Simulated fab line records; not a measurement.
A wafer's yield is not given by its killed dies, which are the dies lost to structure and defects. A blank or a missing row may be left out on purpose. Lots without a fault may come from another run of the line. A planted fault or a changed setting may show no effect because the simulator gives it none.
Matching of chambers | flow n5-finfet | 4 sister chambers for N5_BEOL_M1_DESCUM_33 on rie-diel-01
The step chemistry O2, time 7 s. 4 wafers are shown with their chamber, then 9 later ones without.

== WAFERS WITH THEIR CHAMBER ==
wafer  | chamber | showerhead-plenum-p-Torr (Torr)
L085.6 | 3       | 2.13
L093.1 | 1       | 2.22
L093.3 | 2       | 2.06
L093.6 | 0       | 2.22

== WAFERS MISSING THEIR CHAMBER ==
wafer  | showerhead-plenum-p-Torr (Torr)
L095.3 | 2.05
L095.4 | 2.12
L095.5 | 2.22
L094.2 | 2.05
L094.3 | 2.22
L094.5 | 2.05
L097.1 | 2.22
L097.2 | 2.22
L097.3 | 2.05

== EACH ONE'S CHAMBER ==
wafer  | from the rows above     | in truth
L095.3 | 2                       | 2
L095.4 | 3                       | 3
L095.5 | can't be placed: 0 or 1 | 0
L094.2 | 2                       | 2
L094.3 | can't be placed: 0 or 1 | 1
L094.5 | 2                       | 2
L097.1 | can't be placed: 0 or 1 | 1
L097.2 | can't be placed: 0 or 1 | 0
L097.3 | 2                       | 2
5 of 9 placed correctly. These rows do not allow placing 4 (true chamber among the candidates in 4). Wrongly placed: 0.
How it was worked out, from the rows above alone: a wafer's distance from a chamber is the root of the sum, over the readings, of the square of ((its reading less the chamber's mean) divided by the reading's scatter). The wafer belongs to the nearest chamber; if the next one is less than 2 further off, it can't be placed. A chamber's mean is the mean of its shown wafers. The scatter (one wafer shown for each chamber): square how far every hidden wafer sits from the nearest shown wafer, average those squares and take the square root.
